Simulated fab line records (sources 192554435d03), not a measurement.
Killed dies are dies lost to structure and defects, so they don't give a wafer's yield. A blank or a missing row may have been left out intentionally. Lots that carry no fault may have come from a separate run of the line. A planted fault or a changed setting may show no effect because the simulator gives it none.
Split-lot experiment / flow n5 finfet / 7 lots, 21 wafers read, on a route of 1938 steps

== THE SPLIT ==
At N5_DUMMY_GATE_HM_DEP_06 (deposits SiNx from DCS/NH3, target thk 80 nm, time 5141 s), the setting time s was moved away from the recipe's 5141 s on 12 of the 21 wafers read, by -8.9% to +6.3%. All remaining wafers had this setting at the recipe value.

Reading taken at the split's own step.

== THE READING ==
SiNx_of_DUMMY_GATE_HM_DEP_06.thk nm (the simulator's own value, which no gauge read), in nm, at N5_DUMMY_GATE_HM_DEP_06 (deposits SiNx from DCS/NH3, target thk 80 nm, time 5141 s). No usual value for it is given in the file. The 9 wafers here that ran the recipe average 79.3 nm, standard deviation 0.83 nm.

wafer=L076.1; tool, chamber at the split=-, -; time s as run, s=4745; against the recipe=-7.7%; SiNx_of_DUMMY_GATE_HM_DEP_06.thk nm, nm=73; against lot-mates on the recipe=no lot-mate on the recipe
wafer=L076.2; tool, chamber at the split=-, -; time s as run, s=4745; against the recipe=-7.7%; SiNx_of_DUMMY_GATE_HM_DEP_06.thk nm, nm=73.4; against lot-mates on the recipe=no lot-mate on the recipe
wafer=L076.5; tool, chamber at the split=-, -; time s as run, s=4745; against the recipe=-7.7%; SiNx_of_DUMMY_GATE_HM_DEP_06.thk nm, nm=72.4; against lot-mates on the recipe=no lot-mate on the recipe
wafer=L080.1; tool, chamber at the split=-, -; time s as run, s=4681; against the recipe=-8.9%; SiNx_of_DUMMY_GATE_HM_DEP_06.thk nm, nm=71.6; against lot-mates on the recipe=no lot-mate on the recipe
wafer=L080.3; tool, chamber at the split=-, -; time s as run, s=4681; against the recipe=-8.9%; SiNx_of_DUMMY_GATE_HM_DEP_06.thk nm, nm=71.4; against lot-mates on the recipe=no lot-mate on the recipe
wafer=L080.6; tool, chamber at the split=-, -; time s as run, s=4681; against the recipe=-8.9%; SiNx_of_DUMMY_GATE_HM_DEP_06.thk nm, nm=70.8; against lot-mates on the recipe=no lot-mate on the recipe
wafer=L089.3; tool, chamber at the split=-, -; time s as run, s=5141; against the recipe=recipe; SiNx_of_DUMMY_GATE_HM_DEP_06.thk nm, nm=79.6; against lot-mates on the recipe=-
wafer=L089.5; tool, chamber at the split=-, -; time s as run, s=5141; against the recipe=recipe; SiNx_of_DUMMY_GATE_HM_DEP_06.thk nm, nm=79.6; against lot-mates on the recipe=-
wafer=L089.4; tool, chamber at the split=-, -; time s as run, s=5141; against the recipe=recipe; SiNx_of_DUMMY_GATE_HM_DEP_06.thk nm, nm=79.2; against lot-mates on the recipe=-
wafer=L091.2; tool, chamber at the split=-, -; time s as run, s=5141; against the recipe=recipe; SiNx_of_DUMMY_GATE_HM_DEP_06.thk nm, nm=78; against lot-mates on the recipe=-
wafer=L091.4; tool, chamber at the split=-, -; time s as run, s=5141; against the recipe=recipe; SiNx_of_DUMMY_GATE_HM_DEP_06.thk nm, nm=78.6; against lot-mates on the recipe=-
wafer=L091.6; tool, chamber at the split=-, -; time s as run, s=5141; against the recipe=recipe; SiNx_of_DUMMY_GATE_HM_DEP_06.thk nm, nm=78.4; against lot-mates on the recipe=-
wafer=L094.1; tool, chamber at the split=-, -; time s as run, s=5465; against the recipe=+6.3%; SiNx_of_DUMMY_GATE_HM_DEP_06.thk nm, nm=84.6; against lot-mates on the recipe=no lot-mate on the recipe
wafer=L094.2; tool, chamber at the split=-, -; time s as run, s=5465; against the recipe=+6.3%; SiNx_of_DUMMY_GATE_HM_DEP_06.thk nm, nm=84.2; against lot-mates on the recipe=no lot-mate on the recipe
wafer=L094.5; tool, chamber at the split=-, -; time s as run, s=5465; against the recipe=+6.3%; SiNx_of_DUMMY_GATE_HM_DEP_06.thk nm, nm=83.8; against lot-mates on the recipe=no lot-mate on the recipe
wafer=L095.2; tool, chamber at the split=lpcvd-02, 0/45; time s as run, s=5141; against the recipe=recipe; SiNx_of_DUMMY_GATE_HM_DEP_06.thk nm, nm=79.8; against lot-mates on the recipe=-
wafer=L095.3; tool, chamber at the split=lpcvd-02, 0/50; time s as run, s=5141; against the recipe=recipe; SiNx_of_DUMMY_GATE_HM_DEP_06.thk nm, nm=80.8; against lot-mates on the recipe=-
wafer=L095.6; tool, chamber at the split=lpcvd-02, 0/64; time s as run, s=5141; against the recipe=recipe; SiNx_of_DUMMY_GATE_HM_DEP_06.thk nm, nm=80; against lot-mates on the recipe=-
wafer=L096.2; tool, chamber at the split=-, -; time s as run, s=5373; against the recipe=+4.5%; SiNx_of_DUMMY_GATE_HM_DEP_06.thk nm, nm=82.6; against lot-mates on the recipe=no lot-mate on the recipe
wafer=L096.4; tool, chamber at the split=-, -; time s as run, s=5373; against the recipe=+4.5%; SiNx_of_DUMMY_GATE_HM_DEP_06.thk nm, nm=82.4; against lot-mates on the recipe=no lot-mate on the recipe
wafer=L096.6; tool, chamber at the split=-, -; time s as run, s=5373; against the recipe=+4.5%; SiNx_of_DUMMY_GATE_HM_DEP_06.thk nm, nm=83; against lot-mates on the recipe=no lot-mate on the recipe

THE FIT
A straight line over all 21 wafers: SiNx_of_DUMMY_GATE_HM_DEP_06.thk nm changes by +0.832 nm for each +1% of time s; r = +0.99; the points scatter about the line by 0.68 nm.
Too few moved wafers have a lot-mate on the recipe to fit a line with each lot's own level taken away.

== FILE'S OWN FIT ==
SiNx_of_DUMMY_GATE_HM_DEP_06.thk nm changes by +0.832 nm for each +1% of time s, r = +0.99.
